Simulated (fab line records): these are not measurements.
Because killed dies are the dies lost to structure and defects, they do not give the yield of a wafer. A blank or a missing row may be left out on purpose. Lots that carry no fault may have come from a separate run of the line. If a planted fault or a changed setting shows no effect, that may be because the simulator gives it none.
Which tool did it? / flow nand_harc / 7 lots with 21 wafers sampled at 5 steps, on a route of 1302 steps

== WHAT THE GAUGES READ, wafer by wafer ==
NHARC_END_SORT_01.
lot=L194; measured=day 31 19:13; on=prober-01; killed_at_array=152 144 159

== EACH LOT AND THE TOOL THAT RAN IT (in order: tool; ch and the chambers of the sampled wafers; start) ==
lot=L178; NHARC_A_STAIRCASE_STRIP_458=rie_diel-08 ch 1,2,3, day 17 06:49; NHARC_THIN_TSV_DEP_43=pecvd-01 ch 1,2, day 24 02:55; NHARC_THIN_TSV_CMP_21=cmp-02 ch 1,2,3, day 24 08:03; NHARC_THIN_TSV_ETCH_59=rie_metal-01 ch 0,1, day 24 10:00
lot=L182; NHARC_A_STAIRCASE_STRIP_458=rie_diel-07 ch 0,1,3, day 18 16:35; NHARC_THIN_TSV_DEP_43=pecvd-04 ch 0,1,2, day 25 11:31; NHARC_THIN_TSV_CMP_21=cmp-04 ch 0,1,2, day 25 16:38; NHARC_THIN_TSV_ETCH_59=rie_metal-01 ch 0,1, day 25 18:34
lot=L184; NHARC_A_STAIRCASE_STRIP_458=rie_diel-07 ch 0,1, day 19 21:55; NHARC_THIN_TSV_DEP_43=pecvd-04 ch 0, day 27 00:52; NHARC_THIN_TSV_CMP_21=cmp-02 ch 0,3, day 27 06:15; NHARC_THIN_TSV_ETCH_59=rie_metal-03 ch 0,1, day 27 08:11
lot=L187; NHARC_A_STAIRCASE_STRIP_458=rie_diel-07 ch 1,2,3, day 21 03:27; NHARC_THIN_TSV_DEP_43=pecvd-03 ch 0,1,2, day 28 20:28; NHARC_THIN_TSV_CMP_21=cmp-02 ch 1,3, day 29 01:30; NHARC_THIN_TSV_ETCH_59=rie_metal-03 ch 0,1, day 29 03:25
lot=L192; NHARC_A_STAIRCASE_STRIP_458=rie_diel-07 ch 0,1,2, day 23 07:38; NHARC_THIN_TSV_DEP_43=pecvd-04 ch 1,2, day 30 09:35; NHARC_THIN_TSV_CMP_21=cmp-02 ch 1,2, day 30 14:58; NHARC_THIN_TSV_ETCH_59=rie_metal-03 ch 0,1, day 30 16:44
lot=L194; NHARC_A_STAIRCASE_STRIP_458=rie_diel-07 ch 1,2,3, day 23 21:37; NHARC_THIN_TSV_DEP_43=pecvd-01 ch 0,2, day 31 00:53; NHARC_THIN_TSV_CMP_21=cmp-04 ch 1,2,3, day 31 06:02; NHARC_THIN_TSV_ETCH_59=rie_metal-02 ch 0,1, day 31 07:55
lot=L199; NHARC_A_STAIRCASE_STRIP_458=rie_diel-12 ch 0,3, day 26 16:22; NHARC_THIN_TSV_DEP_43=pecvd-04 ch 0,2, day 34 13:14; NHARC_THIN_TSV_CMP_21=cmp-04 ch 0,1,3, day 34 18:25; NHARC_THIN_TSV_ETCH_59=rie_metal-03 ch 0, day 34 20:17
- NHARC_A_STAIRCASE_STRIP_458: strips in O2/COS.
- NHARC_THIN_TSV_DEP_43: deposits SiO2, target thk 1328.5 nm.
- NHARC_THIN_TSV_CMP_21: polishes, t overpolish 30 s, target thk 2000 nm.
- NHARC_THIN_TSV_ETCH_59: etches the open film in Cl2/BCl3, target depth 880 nm, time 138.1 s.

== THE ANSWER, worked out from the rows above alone ==
Rule: the lots themselves supply what counts as usual. The widest of any qualifying gaps counts: lots, ordered by their means at a reading, are off when they make up no more than a third of the lots, leave a main group of 4 or more, and stand apart from it by 3 or more times the standard deviation of that group's means. A main group whose means are all the same, to the digits that the tables above print for the reading, isn't used. A lot without any number at a reading at which 4 lots or more have one is off too. Any other lot the step has rows for is counted as sound.
None of the lots is off at any reading shown; this tells nothing.

== WHAT THE SIMULATOR HAD INSERTED ==
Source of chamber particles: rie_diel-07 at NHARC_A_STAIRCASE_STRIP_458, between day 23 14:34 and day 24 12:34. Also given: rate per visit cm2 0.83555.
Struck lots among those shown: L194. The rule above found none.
